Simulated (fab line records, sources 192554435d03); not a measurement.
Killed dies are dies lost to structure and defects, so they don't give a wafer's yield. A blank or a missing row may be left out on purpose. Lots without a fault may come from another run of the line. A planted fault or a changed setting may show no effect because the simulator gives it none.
fab line records | flow n5_finfet
record lots=11 wafers=31 last_day=20
route steps=1938 shown BEOL_M1@812 BEOL_M4@1111 PASSIVATION@1936
lots that met no fault: from a run of the same line without faults
start_h: hours from the record's first day to the start of the lot's first wafer shown | wait_h: hours since the lot's step before | " the same as in the row above | L1.1+2: a row that stands for several wafers | - no value, or no start given | * or withheld: withheld | < > ~ a bound
route shown NAME@n: a module of which the file shows steps, and the number in the route of the first | usual: mean/standard deviation of fault-free wafers | same: alike in all rows | chamber/n: place in a boat | sites: the reading at each site | _std_site: their standard deviation | _edge_site: outer sites' mean less inner sites' | radius_mm: how far each site lies from the wafer's centre | mask NAME#n: copy n | behind: the tool/chamber that last shaped the wafer | hold: why the lot was held/for how many hours/how that ended | device: the transistor (n, p or np) that didn't switch | end of line: the same wafers' tests at the end of the route | a step without rows: its recipe alone | killed: dies lost to structure and defects at the first sort, not the wafer's yield | map: a wafer's dies, x killed, . not, _ none there
set.NAME: the setting as run; set.NAME@STEP: as run at that earlier step | model.NAME: the simulator's own value behind a step, which no gauge read
steps of the route over a sample of lots; a table a step, a row a wafer
services: from which hour (start_h, from the record's first day; less than 0 if before it) a tool's chamber was out of use, for how many hours, and why
## steps
# step N5_BEOL_M1_SURFACE_TREAT_85
# recipe gas=Ar time_s=* ion_energy_ev=* ion_current_ma_cm2=0.5 pressure_mtorr=* ar_flow_sccm=30
# usual throttle_valve_pct=*
# columns lot.wafer tool chamber start_h wait_h throttle_valve_pct
L106.2 pvd_sputter-01 - 128.29 0.3 *
L106.5 " - " " *
L106.6 " - " " *
L107.2 pvd_sputter-02 - 140.33 0.1 *
L107.3 " - " " *
L107.4 " - " " *
L110.1 pvd_sputter-01 - 149.81 0.2 *
L110.3 " - " " *
L110.5 " - " " *
L112.3 pvd_sputter-02 - 183.30 0.1 *
L112.5 " - " " *
L112.6 " - " " *
L115.1 pvd_sputter-02 - 225.71 0.2 *
L115.4 " - " " *
L115.6 " - " " *
L117.2 pvd_sputter-03 - 239.65 0.2 *
L117.6 " - " " *
L120.1 pvd_sputter-03 - 245.35 0.2 *
L120.2 " - " " *
L121.2 pvd_sputter-02 - 276.57 0.4 *
L121.4 " - " " *
L121.5 " - " " *
L125.1 pvd_sputter-02 - 283.89 0.2 *
L125.3 " - " " *
L125.5 " - " " *
L128.1 pvd_sputter-01 - 311.45 0.1 *
L128.2 " - " " *
L128.3 " - " " *
L129.4 pvd_sputter-02 - 313.53 0.6 *
L129.5 " - " " *
L129.6 " - " " *
# step N5_BEOL_M1_CVD_47
# recipe material=Co target_thk_a=30 temp_c=withheld precursor=CCTBA/H2 pressure_torr=30 time_s=223.8
# usual run_length_s=246.6/0.39
# columns lot.wafer tool chamber start_h wait_h run_length_s
L106.2 cvd_co-02 0 128.58 0.3 246.2
L106.5 " 2 " " 246.8
L106.6 " 1 " " 246.3
L107.2 cvd_co-01 0 140.39 0.0 246.0
L107.3 " 1 " " 246.3
L107.4 " 0 " " 246.0
L110.1 cvd_co-01 2 149.95 0.1 246.5
L110.3 " 1 " " 246.4
L110.5 " 2 " " 246.3
L112.3 cvd_co-02 2 183.59 0.3 247.3
L112.5 " 0 " " 246.1
L112.6 " 1 " " 246.3
L115.1 cvd_co-02 1 226.08 0.4 246.5
L115.4 " 0 " " 246.6
L115.6 " 1 " " 246.4
L117.2 cvd_co-01 1 239.75 0.1 441.0
L117.6 " 2 " " 246.6
L120.1 cvd_co-01 0 245.41 0.0 246.4
L120.2 " 1 " " 441.0
L121.2 cvd_co-02 2 276.66 0.1 247.0
L121.4 " 2 " " 247.4
L121.5 " 1 " " 246.6
L125.1 cvd_co-02 1 284.02 0.1 246.6
L125.3 " 2 " " 247.9
L125.5 " 2 " " 247.0
L128.1 cvd_co-02 1 311.51 0.0 246.4
L128.2 " 0 " " 246.4
L128.3 " 2 " " 247.0
L129.4 cvd_co-02 0 313.67 0.1 246.5
L129.5 " 1 " " 246.6
L129.6 " 2 " " 246.9
# step N5_BEOL_M1_ANNEAL_49
# recipe temp_c=400 time_s=240 ambient=vacuum
# usual heater_power_w=842/90
# columns lot.wafer tool chamber start_h wait_h heater_power_w
L106.2 pvd_sputter-02 - 130.55 0.0 908
L106.5 " - " " 862
L106.6 " - " " 916
L107.2 pvd_sputter-02 - 140.75 0.0 880
L107.3 " - " " 800
L107.4 " - " " 949
L110.1 pvd_sputter-03 - 150.33 0.0 835
L110.3 " - " " 764
L110.5 " - " " 760
L112.3 pvd_sputter-03 - 185.40 0.0 727
L112.5 " - " " 766
L112.6 " - " " 837
L115.1 pvd_sputter-02 - 227.91 0.0 884
L115.4 " - " " 949
L115.6 " - " " 943
L117.2 pvd_sputter-03 - 240.09 0.0 720
L117.6 " - " " 705
L120.1 pvd_sputter-02 - 245.68 0.0 793
L120.2 " - " " 899
L121.2 pvd_sputter-03 - 276.91 0.0 739
L121.4 " - " " 729
L121.5 " - " " 758
L125.1 pvd_sputter-03 - 284.27 0.0 769
L125.3 " - " " 727
L125.5 " - " " 718
L128.1 pvd_sputter-01 - 311.75 0.0 849
L128.2 " - " " 877
L128.3 " - " " 1021
L129.4 pvd_sputter-01 - 313.91 0.0 878
L129.5 " - " " 1031
L129.6 " - " " 884
# step N5_BEOL_M1_SPUTTER_88
# recipe material=Cu target_thk_a=45 temp_c=-20 chamber_pressure_pa=0.07 power_w=withheld time_s=8.29
# usual throttle_valve_pct=29.5/1.1
# columns lot.wafer tool chamber start_h wait_h throttle_valve_pct
L106.2 pvd_sputter-02 - 131.35 0.1 28.7
L106.5 " - " " 28.4
L106.6 " - " " 29.5
L107.2 pvd_sputter-02 - 141.55 0.1 28.6
L107.3 " - " " 31.7
L107.4 " - " " 30.0
L110.1 pvd_sputter-03 - 151.13 0.1 28.8
L110.3 " - " " 28.1
L110.5 " - " " 28.1
L112.3 pvd_sputter-03 - 186.20 0.1 30.8
L112.5 " - " " 28.0
L112.6 " - " " 29.0
L115.1 pvd_sputter-02 - 228.71 0.1 28.7
L115.4 " - " " 29.7
L115.6 " - " " 30.4
L117.2 pvd_sputter-03 - 240.89 0.1 30.6
L117.6 " - " " 29.1
L120.1 pvd_sputter-02 - 246.48 0.1 31.6
L120.2 " - " " 28.2
L121.2 pvd_sputter-03 - 277.71 0.1 28.0
L121.4 " - " " 29.1
L121.5 " - " " 27.8
L125.1 pvd_sputter-03 - 285.07 0.1 28.2
L125.3 " - " " 30.5
L125.5 " - " " 30.5
L128.1 pvd_sputter-01 - 312.55 0.1 29.1
L128.2 " - " " 29.8
L128.3 " - " " 31.2
L129.4 pvd_sputter-01 - 314.71 0.1 30.0
L129.5 " - " " 31.4
L129.6 " - " " 29.8
# step N5_BEOL_M4_RC_MEAS_101
# usual DIBL_N=36.5/1.2 DIBL_P=36.5/1.6 IOFF_N=0.162/0.023 IOFF_P=0.221/0.03 ION_N=678/8 ION_P=466/6.3 SS_N=71.6/0.46 SS_P=73.3/0.57 VT_N=249.2/2.6 VT_P=-249/3.3
# columns lot.wafer tool chamber start_h wait_h DIBL_N[mV/V] DIBL_P[mV/V] IOFF_N[nA/um] IOFF_P[nA/um] ION_N[uA/um] ION_P[uA/um] SS_N[mV/dec] SS_P[mV/dec] VT_N[mV] VT_P[mV]
L106.2 prober-02 0 183.81 0.3 38.6 36.2 0.178 0.225 683 463 71.8 73.7 247.0 -252
L106.5 " 0 " " 36.6 34.8 0.144 0.207 665 460 71.2 73.2 249.8 -250
L106.6 " 0 " " 37.1 34.5 0.149 0.197 679 463 72.2 72.9 249.5 -252
L107.2 prober-02 0 227.78 0.2 36.0 36.5 0.144 0.206 675 469 71.5 73.3 252.9 -250
L107.3 " 0 " " 37.7 39.4 0.172 0.268 675 476 71.9 73.8 246.7 -247
L107.4 " 0 " " 38.3 39.4 0.186 0.272 688 475 71.6 73.1 248.1 -244
L110.1 prober-02 0 241.66 0.0 36.6 38.9 0.186 0.239 683 467 71.1 74.4 248.0 -248
L110.3 " 0 " " 37.0 39.9 0.209 0.253 693 470 71.8 73.7 244.0 -245
L110.5 " 0 " " 36.9 39.0 0.191 0.232 682 470 71.4 73.8 246.5 -248
L112.3 prober-01 0 257.31 0.3 35.5 36.4 0.156 0.206 684 467 71.7 72.9 251.6 -251
L112.5 " 0 " " 35.6 35.9 0.150 0.193 678 459 71.8 73.1 252.3 -254
L112.6 " 0 " " 34.5 34.3 0.128 0.184 677 465 71.5 73.3 252.6 -252
L115.1 prober-02 0 265.30 0.0 37.9 37.1 0.180 0.229 680 463 71.7 73.1 246.5 -248
L115.4 " 0 " " 38.1 36.4 0.169 0.214 674 460 71.5 73.1 248.7 -249
L115.6 " 0 " " 38.1 37.2 0.179 0.227 678 468 72.0 72.6 247.2 -252
L117.2 prober-02 0 287.76 0.2 35.7 35.1 0.158 0.179 681 454 71.3 73.0 252.5 -254
L117.6 " 0 " " 36.8 36.9 0.188 0.210 689 463 72.1 73.7 249.9 -250
L120.1 prober-02 0 290.96 0.2 35.6 35.1 0.150 0.209 672 462 72.1 73.4 247.5 -250
L120.2 " 0 " " 35.8 35.7 0.152 0.210 676 464 71.9 73.0 250.9 -250
L121.2 prober-02 0 312.46 0.2 36.4 36.0 0.158 0.192 674 459 72.3 73.2 247.5 -252
L121.4 " 0 " " 35.2 34.9 0.139 0.184 671 460 71.1 73.0 249.5 -252
L121.5 " 0 " " 35.3 34.5 0.131 0.173 667 463 71.5 72.2 254.4 -253
L125.1 prober-02 0 324.15 0.0 38.8 39.4 0.225 0.302 700 475 72.1 74.0 243.9 -244
L125.3 " 0 " " 36.4 36.0 0.173 0.244 682 471 71.6 72.6 246.0 -245
L125.5 " 0 " " 38.4 38.4 0.204 0.288 687 479 71.8 74.0 246.0 -244
L128.1 prober-02 0 357.87 0.0 36.5 36.1 0.189 0.268 692 478 71.5 73.4 246.6 -241
L128.2 " 0 " " 34.9 33.7 0.157 0.225 680 474 71.4 72.5 248.0 -245
L128.3 " 0 " " 34.3 34.0 0.154 0.230 686 477 71.4 72.6 248.0 -246
L129.4 prober-02 0 367.87 0.5 38.1 38.1 0.181 0.251 678 468 72.3 74.5 248.3 -249
L129.5 " 0 " " 37.7 36.9 0.170 0.233 691 469 72.2 74.4 249.1 -247
L129.6 " 0 " " 39.2 38.9 0.206 0.258 690 463 72.1 73.9 245.9 -249
# step N5_PASSIVATION_PROBE_49
# usual defect_limited_yield=91.2/1.3 killed_at_M0_to_M3=34/9.2 killed_at_M4_up=14/5 killed_at_contacts=13/6.7 killed_at_front_end=39/12 killed_at_other=4/3.3 killed_dies=104/15 killed_on_rim=14/3.7 killed_open=68/12 killed_short=34/7.5 sort_bin_5_function=5.2/0.87 sort_bin_6_memory=3.3/0.63 sort_n_pass=1076/15 sort_yield_pct=91.2/1.3
# same gross_dies=1180 killed_at_back_side=0 sort_bin_4_leakage[%]=0 sort_bin_8_speed[%]=0
# columns lot.wafer tool chamber start_h wait_h defect_limited_yield[%] killed_at_M0_to_M3 killed_at_M4_up killed_at_contacts killed_at_front_end killed_at_other killed_dies killed_on_rim killed_open killed_short sort_bin_5_function[%] sort_bin_6_memory[%] sort_n_pass sort_yield_pct[%]
L106.2 prober-01 - 316.19 0.1 91.8 28 16 20 32 1 97 11 67 29 4.6 3.0 1083 91.8
L106.5 prober-01 - 316.34 0.2 89.8 63 16 8 30 3 120 15 64 53 5.3 4.2 1060 89.8
L106.6 prober-01 - 316.39 0.3 90.7 31 12 12 51 4 110 12 69 39 5.5 3.4 1070 90.7
L107.2 prober-02 - 337.41 0.1 92.9 29 10 16 27 2 84 10 56 27 4.2 2.8 1096 92.9
L107.3 prober-02 - 337.46 0.1 93.4 34 9 8 25 2 78 11 52 25 3.5 3.0 1102 93.4
L107.4 prober-02 - 337.51 0.2 91.0 24 14 20 43 5 106 17 63 40 5.3 3.5 1074 91.0
L110.1 prober-02 - 348.81 0.0 91.3 46 12 12 32 1 103 13 62 39 5.4 2.9 1077 91.3
L110.3 prober-02 - 348.91 0.1 91.3 48 15 11 28 1 103 16 70 29 5.8 2.9 1077 91.3
L110.5 prober-02 - 349.01 0.2 90.0 34 16 10 53 5 118 16 77 41 6.8 3.1 1062 90.0
L112.3 prober-02 - 364.87 0.1 89.2 47 27 11 42 1 128 7 77 51 6.4 4.2 1052 89.2
L112.5 prober-02 - 364.97 0.2 90.4 31 28 17 34 3 113 14 79 33 5.4 3.7 1067 90.4
L112.6 prober-02 - 365.02 0.3 88.8 44 17 11 60 0 132 18 90 42 7.4 3.6 1048 88.8
L115.1 prober-02 - 369.55 0.0 90.5 23 10 26 50 3 112 14 65 44 5.1 3.7 1068 90.5
L115.4 prober-02 - 369.70 0.2 88.7 23 19 20 71 0 133 13 84 48 6.5 3.9 1047 88.7
L115.6 prober-02 - 369.80 0.3 91.7 29 13 15 40 1 98 12 71 26 4.1 3.8 1082 91.7
L117.2 prober-02 - 385.19 0.1 92.4 15 17 20 36 2 90 13 70 19 4.7 2.8 1090 92.4
L117.6 prober-02 - 385.39 0.3 90.4 19 20 10 63 1 113 18 86 24 5.8 3.6 1067 90.4
L120.1 prober-02 - 395.81 0.0 92.1 34 8 20 31 0 93 8 53 33 4.4 2.9 1087 92.1
L120.2 prober-02 - 395.86 0.1 90.9 33 10 8 53 3 107 19 52 53 5.3 3.1 1073 90.9
L121.2 prober-01 - 420.36 0.1 92.3 42 6 9 32 2 91 9 54 35 4.2 3.2 1089 92.3
L121.4 prober-01 - 420.46 0.2 91.3 32 15 6 49 1 103 11 64 38 5.4 3.1 1077 91.3
L121.5 prober-01 - 420.51 0.2 91.9 38 15 6 35 2 96 16 67 29 4.8 3.1 1084 91.9
L125.1 prober-01 - 435.61 0.0 91.5 37 12 20 25 6 100 12 66 28 5.1 2.9 1080 91.5
L125.3 prober-01 - 435.71 0.1 91.9 42 16 4 30 3 95 7 67 27 4.9 2.8 1085 91.9
L125.5 prober-01 - 435.81 0.2 92.9 27 21 11 22 3 84 13 66 13 4.2 2.8 1096 92.9
L128.1 prober-02 - 463.50 0.0 91.6 43 19 11 21 5 99 7 63 35 4.7 3.6 1081 91.6
L128.2 prober-02 - 463.55 0.1 89.6 41 16 18 45 3 123 26 75 42 6.2 3.4 1057 89.6
L128.3 prober-02 - 463.60 0.1 91.4 52 18 7 23 2 102 16 64 35 5.6 2.5 1078 91.4
L129.4 prober-01 - 469.37 0.2 92.0 28 12 4 49 1 94 11 64 30 4.6 3.0 1086 92.0
L129.5 prober-01 - 469.42 0.2 92.6 30 5 0 48 4 87 10 51 36 3.9 3.3 1093 92.6
L129.6 prober-01 - 469.47 0.3 93.2 30 9 6 34 1 80 13 51 29 4.1 2.5 1100 93.2
# killed by level:class
L106.2 MOL_CONTACT_COAG:geometric_particle:open=16 FIN_SAQP:geometric_particle:open=10 BEOL_M2:geometric_particle:open=8 BEOL_M4:geometric_particle:open=8 BEOL_M3:geometric_particle:open=6 STI_FIN_REVEAL:geometric_particle:open=5 GATE_CUT:geometric_particle:short=5 MOL_CONTACT_COAG:geometric_particle:short=4
L106.5 BEOL_M3:geometric_particle:short=14 BEOL_M3:geometric_particle:open=12 BEOL_M2:geometric_particle:short=10 BEOL_M4:geometric_particle:open=9 BEOL_M0_SAQP:geometric_particle:open=8 BEOL_M2:geometric_particle:open=7 FIN_SAQP:geometric_particle:short=6 MOL_CONTACT_COAG:geometric_particle:open=6
L106.6 FIN_SAQP:geometric_particle:open=17 FIN_SAQP:geometric_particle:short=14 STI_FIN_REVEAL:geometric_particle:open=7 MOL_CONTACT_COAG:geometric_particle:open=7 BEOL_M1:geometric_particle:open=6 BEOL_M4:geometric_particle:open=6 STARTING-WAFER:geometric_particle:open=5 MOL_CONTACT_COAG:geometric_particle:short=5
L107.2 MOL_CONTACT_COAG:geometric_particle:open=11 BEOL_M2:geometric_particle:open=9 FIN_SAQP:geometric_particle:short=5 DUMMY_GATE:geometric_particle:open=5 MOL_CONTACT_COAG:geometric_particle:short=5 BEOL_M0_SAQP:geometric_particle:open=5 BEOL_M0_SAQP:geometric_particle:short=5 FIN_SAQP:geometric_particle:open=4
L107.3 FIN_SAQP:geometric_particle:open=7 MOL_CONTACT_COAG:geometric_particle:open=7 BEOL_M2:geometric_particle:open=7 BEOL_M0_SAQP:geometric_particle:short=5 DUMMY_GATE:geometric_particle:open=4 GATE_CUT:geometric_particle:short=4 BEOL_M0_SAQP:geometric_particle:open=4 BEOL_M0:geometric_particle:open=4
L107.4 FIN_SAQP:geometric_particle:open=14 MOL_CONTACT_COAG:geometric_particle:open=14 BEOL_M0_SAQP:geometric_particle:short=8 STARTING-WAFER:geometric_particle:short=7 MOL_CONTACT_COAG:geometric_particle:short=6 BEOL_M4:geometric_particle:open=5 FIN_SAQP:geometric_particle:short=4 BEOL_M2:geometric_particle:open=4
L110.1 BEOL_M0_SAQP:geometric_particle:short=16 BEOL_M0_SAQP:geometric_particle:open=16 MOL_CONTACT_COAG:geometric_particle:open=10 STI_FIN_REVEAL:geometric_particle:open=8 GATE_CUT:geometric_particle:short=8 GATE_CUT:geometric_particle:open=5 BEOL_M3:geometric_particle:open=4 BEOL_M4:geometric_particle:open=4
L110.3 STI_FIN_REVEAL:geometric_particle:open=10 BEOL_M0_SAQP:geometric_particle:short=10 BEOL_M2:geometric_particle:open=10 MOL_CONTACT_COAG:geometric_particle:open=9 BEOL_M3:geometric_particle:open=9 BEOL_M0_SAQP:geometric_particle:open=8 GATE_CUT:geometric_particle:short=5 BEOL_M7:geometric_particle:open=4
L110.5 STI_FIN_REVEAL:geometric_particle:open=24 BEOL_M0_SAQP:geometric_particle:short=11 BEOL_M0_SAQP:geometric_particle:open=7 GATE_CUT:geometric_particle:short=6 MOL_CONTACT_COAG:geometric_particle:open=6 FIN_SAQP:geometric_particle:open=5 GATE_CUT:geometric_particle:open=5 BEOL_M3:geometric_particle:open=5
L112.3 BEOL_M3:geometric_particle:open=20 FIN_SAQP:geometric_particle:short=8 DUMMY_GATE:geometric_particle:open=8 BEOL_M0_SAQP:geometric_particle:short=8 BEOL_M2:geometric_particle:open=8 BEOL_M5:geometric_particle:open=7 FIN_SAQP:geometric_particle:open=6 MOL_CONTACT_COAG:geometric_particle:open=6
L112.5 BEOL_M4:geometric_particle:open=15 MOL_CONTACT_COAG:geometric_particle:open=13 FIN_SAQP:geometric_particle:short=9 BEOL_M3:geometric_particle:open=8 FIN_SAQP:geometric_particle:open=7 BEOL_M0_SAQP:geometric_particle:short=7 DUMMY_GATE:geometric_particle:open=6 BEOL_M2:geometric_particle:open=5
L112.6 FIN_SAQP:geometric_particle:short=14 BEOL_M2:geometric_particle:open=14 FIN_SAQP:geometric_particle:open=13 MOL_CONTACT_COAG:geometric_particle:open=11 STI_FIN_REVEAL:geometric_particle:open=8 BEOL_M0_SAQP:geometric_particle:short=8 DUMMY_GATE:geometric_particle:open=6 BEOL_M0_SAQP:geometric_particle:open=6
L115.1 MOL_CONTACT_COAG:geometric_particle:open=19 FIN_SAQP:geometric_particle:short=14 FIN_SAQP:geometric_particle:open=9 MOL_CONTACT_COAG:geometric_particle:short=7 BEOL_M3:geometric_particle:open=5 STARTING-WAFER:geometric_particle:open=5 BEOL_M0_SAQP:geometric_particle:open=4 BEOL_M0_SAQP:geometric_particle:short=4
L115.4 FIN_SAQP:geometric_particle:open=22 FIN_SAQP:geometric_particle:short=15 STI_FIN_REVEAL:geometric_particle:open=14 MOL_CONTACT_COAG:geometric_particle:open=12 MOL_CONTACT_COAG:geometric_particle:short=8 GATE_CUT:geometric_particle:short=5 BEOL_M5:geometric_particle:open=5 GATE_CUT:geometric_particle:open=4
L115.6 FIN_SAQP:geometric_particle:open=13 MOL_CONTACT_COAG:geometric_particle:open=12 BEOL_M3:geometric_particle:open=9 GATE_CUT:geometric_particle:open=6 GATE_CUT:geometric_particle:short=5 BEOL_M0_SAQP:geometric_particle:short=5 BEOL_M0_SAQP:geometric_particle:open=5 BEOL_M0:geometric_particle:open=4
L117.2 MOL_CONTACT_COAG:geometric_particle:open=18 FIN_SAQP:geometric_particle:open=13 BEOL_M4:geometric_particle:open=9 STI_FIN_REVEAL:geometric_particle:open=5 DUMMY_GATE:geometric_particle:open=5 BEOL_M3:geometric_particle:open=4 FIN_SAQP:geometric_particle:short=3 BEOL_M0:geometric_particle:open=3
L117.6 FIN_SAQP:geometric_particle:open=27 BEOL_M4:geometric_particle:open=11 STI_FIN_REVEAL:geometric_particle:open=8 MOL_CONTACT_COAG:geometric_particle:open=8 DUMMY_GATE:geometric_particle:open=7 BEOL_M0_SAQP:geometric_particle:open=6 FIN_SAQP:geometric_particle:short=4 DUMMY_GATE:geometric_particle:short=4
L120.1 MOL_CONTACT_COAG:geometric_particle:open=14 BEOL_M0_SAQP:geometric_particle:short=9 FIN_SAQP:geometric_particle:short=8 BEOL_M0_SAQP:geometric_particle:open=7 FIN_SAQP:geometric_particle:open=5 STI_FIN_REVEAL:geometric_particle:open=5 BEOL_M1:geometric_particle:open=5 MOL_CONTACT_COAG:geometric_particle:short=4
L120.2 FIN_SAQP:geometric_particle:short=25 FIN_SAQP:geometric_particle:open=14 BEOL_M0_SAQP:geometric_particle:short=8 MOL_CONTACT_COAG:geometric_particle:open=6 BEOL_M0_SAQP:geometric_particle:open=6 BEOL_M2:geometric_particle:open=5 DUMMY_GATE:geometric_particle:open=3 DUMMY_GATE:geometric_particle:short=3
L121.2 BEOL_M1:geometric_particle:open=14 BEOL_M0_SAQP:geometric_particle:short=10 FIN_SAQP:geometric_particle:short=8 STI_FIN_REVEAL:geometric_particle:open=8 MOL_CONTACT_COAG:geometric_particle:open=8 BEOL_M0_SAQP:geometric_particle:open=8 STARTING-WAFER:geometric_particle:short=4 BEOL_M2:geometric_particle:open=3
L121.4 STI_FIN_REVEAL:geometric_particle:open=11 FIN_SAQP:geometric_particle:open=9 BEOL_M2:geometric_particle:open=8 BEOL_M0_SAQP:geometric_particle:short=7 BEOL_M4:geometric_particle:short=7 GATE_CUT:geometric_particle:short=6 BEOL_M1:geometric_particle:open=6 MOL_CONTACT_COAG:geometric_particle:open=6
L121.5 BEOL_M0_SAQP:geometric_particle:open=10 BEOL_M4:geometric_particle:open=10 BEOL_M0_SAQP:geometric_particle:short=8 BEOL_M1:geometric_particle:open=8 DUMMY_GATE:geometric_particle:open=7 STI_FIN_REVEAL:geometric_particle:open=6 FIN_SAQP:geometric_particle:short=5 MOL_CONTACT_COAG:geometric_particle:open=5
L125.1 MOL_CONTACT_COAG:geometric_particle:open=17 BEOL_M0_SAQP:geometric_particle:open=10 BEOL_M3:geometric_particle:open=7 STI_FIN_REVEAL:geometric_particle:open=5 BEOL_M0_SAQP:geometric_particle:short=5 FIN_SAQP:geometric_particle:open=4 FIN_SAQP:geometric_particle:short=4 BEOL_M1:geometric_particle:open=4
L125.3 STI_FIN_REVEAL:geometric_particle:open=12 BEOL_M2:geometric_particle:open=12 BEOL_M0_SAQP:geometric_particle:short=9 BEOL_M3:geometric_particle:open=9 BEOL_M1:geometric_particle:open=5 BEOL_M5:geometric_particle:open=5 MOL_CONTACT_COAG:geometric_particle:open=4 GATE_CUT:geometric_particle:short=3
L125.5 MOL_CONTACT_COAG:geometric_particle:open=11 BEOL_M3:geometric_particle:open=11 STI_FIN_REVEAL:geometric_particle:open=10 BEOL_M4:geometric_particle:open=10 BEOL_M5:geometric_particle:open=6 BEOL_M1:geometric_particle:open=5 FIN_SAQP:geometric_particle:open=3 DUMMY_GATE:geometric_particle:open=3
L128.1 BEOL_M2:geometric_particle:open=11 MOL_CONTACT_COAG:geometric_particle:open=9 BEOL_M0_SAQP:geometric_particle:short=9 BEOL_M4:geometric_particle:open=9 BEOL_M0_SAQP:geometric_particle:open=8 FIN_SAQP:geometric_particle:short=6 BEOL_M0:geometric_particle:open=5 BEOL_M3:geometric_particle:open=5
L128.2 MOL_CONTACT_COAG:geometric_particle:open=13 BEOL_M0_SAQP:geometric_particle:short=12 STI_FIN_REVEAL:geometric_particle:open=8 BEOL_M0_SAQP:geometric_particle:open=7 GATE_CUT:geometric_particle:open=6 BEOL_M2:geometric_particle:open=6 BEOL_M4:geometric_particle:open=6 BEOL_M0:geometric_particle:open=5
L128.3 BEOL_M0_SAQP:geometric_particle:short=17 BEOL_M0_SAQP:geometric_particle:open=11 BEOL_M3:geometric_particle:open=11 BEOL_M4:geometric_particle:open=8 BEOL_M0:geometric_particle:open=6 MOL_CONTACT_COAG:geometric_particle:open=5 BEOL_M4:geometric_particle:short=4 STI_FIN_REVEAL:geometric_particle:open=3
L129.4 STI_FIN_REVEAL:geometric_particle:open=11 GATE_CUT:geometric_particle:short=10 FIN_SAQP:geometric_particle:open=8 BEOL_M2:geometric_particle:open=6 BEOL_M3:geometric_particle:open=6 FIN_SAQP:geometric_particle:short=5 BEOL_M0_SAQP:geometric_particle:open=4 GATE_CUT:geometric_particle:open=4
L129.5 FIN_SAQP:geometric_particle:short=10 FIN_SAQP:geometric_particle:open=9 STI_FIN_REVEAL:geometric_particle:open=8 DUMMY_GATE:geometric_particle:open=7 BEOL_M0_SAQP:geometric_particle:short=6 BEOL_M2:geometric_particle:open=5 BEOL_M0:geometric_particle:open=4 STARTING-WAFER:geometric_particle:short=4
L129.6 FIN_SAQP:geometric_particle:short=12 BEOL_M1:geometric_particle:open=8 BEOL_M4:geometric_particle:open=8 BEOL_M0_SAQP:geometric_particle:open=7 MOL_CONTACT_COAG:geometric_particle:open=6 GATE_CUT:geometric_particle:short=5 BEOL_M0_SAQP:geometric_particle:short=4 BEOL_M3:geometric_particle:open=4
## services
# columns tool chamber start_h hours kind
cvd_co-01 1 114.67 - clean
cvd_co-01 1 114.67 22.0 scheduled_down
cvd_co-01 1 114.67 22.0 vent_cycle
cvd_co-02 2 118.84 5.1 repair
pvd_sputter-01 - 127.38 0.8 repair
cvd_co-01 - 143.59 0.8 repair
pvd_sputter-03 - 188.94 5.9 repair
cvd_co-01 - 195.89 6.0 pm
cvd_co-02 - 201.89 2.8 pm
pvd_sputter-02 - 202.44 2.8 repair
pvd_sputter-03 - 211.08 3.7 repair
cvd_co-02 2 223.43 4.4 repair
cvd_co-01 - 266.85 28.1 pm
## key
first_sign step=N5_BEOL_M1_CVD_47 reading=run_length_s direction=up sigmas=99+ usual=* struck=*
effect none on later readings
met_at N5_BEOL_M1_CVD_47
struck_lots L117,L120
struck_wafers L117.2,L120.2
not_acting_at N5_BEOL_M1_SURFACE_TREAT_85,N5_BEOL_M1_ANNEAL_49,N5_BEOL_M1_SPUTTER_88
onset_between 149.95 239.75
fault kind=process_parameter_drift tool=cvd_co-01 chamber=- onset_h=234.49 steps=N5_BEOL_M1_CVD_47 channel=time_s offset=* shape=step end_h=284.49 scope=struck_wafers_only acts_in=* stated=*
